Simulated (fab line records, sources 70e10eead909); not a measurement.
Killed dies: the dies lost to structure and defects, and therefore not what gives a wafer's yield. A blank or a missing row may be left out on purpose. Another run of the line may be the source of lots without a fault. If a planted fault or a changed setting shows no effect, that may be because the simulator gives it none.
Matching of chambers ; flow nand harc ; ald metal-01 running NHARC_A_WL_FILL_ALD_02: 4 sister chambers
The step deposits TiN, target thk 2 nm, pulse time 3 s, ald cycles 100. 16 wafers are shown with their chamber, then 8 later ones without.

## WAFERS, EACH WITH ITS CHAMBER
wafer;chamber;heater power w (W);precursor pulse height rel
L074.1;1;1025;0.986
L074.2;3;942;1.008
L074.3;0;1040;0.989
L079.2;2;1240;0.998
L079.4;1;1041;1.014
L079.6;3;923;1.010
L083.1;2;1211;1.021
L083.3;1;1032;0.999
L083.6;0;1053;1.006
L088.1;1;1023;1.006
L088.2;3;900;0.981
L088.5;2;1234;1.015
L089.1;0;1074;1.002
L089.2;3;939;0.994
L089.3;1;1020;1.031
L089.4;2;1221;1.005

SIGNATURES (averages over the wafers above)
reading;chamber 0;chamber 1;chamber 2;chamber 3;scatter within a chamber
heater power w;1055.67;1028.20;1226.50;926.00;14.4
precursor pulse height rel;0.99900;1.00720;1.00975;0.99825;0.0134
Rule: distance of a wafer from a chamber = root of the sum over the readings of ((wafer's reading minus chamber's mean) / reading's scatter) squared. If the next closest chamber is less than 2 further off than the closest, the wafer can't be placed; otherwise it belongs to the closest. The scatter: take each reading less its chamber's mean, square it, sum over the shown wafers, divide by the number of wafers less the number of chambers, and take the root.

## WAFERS MISSING THEIR CHAMBER
wafer;heater power w (W);precursor pulse height rel
L089.5;919;1.030
L089.6;1083;1.006
L092.1;1040;1.000
L092.2;1233;1.001
L092.3;1093;0.958
L094.4;1222;0.962
L094.5;1228;1.012
L094.6;938;1.017

## EACH ONE'S CHAMBER
wafer;from the rows above;in truth
L089.5;3;3
L089.6;can't be placed: 0 or 1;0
L092.1;can't be placed: 1 or 0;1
L092.2;2;2
L092.3;can't be placed: 0 or 1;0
L094.4;2;2
L094.5;2;2
L094.6;3;3
Placed correctly: 5 of 8. Cannot be placed on the basis of these rows: 3; the candidates contain the true chamber in 3. 0 placed wrongly.
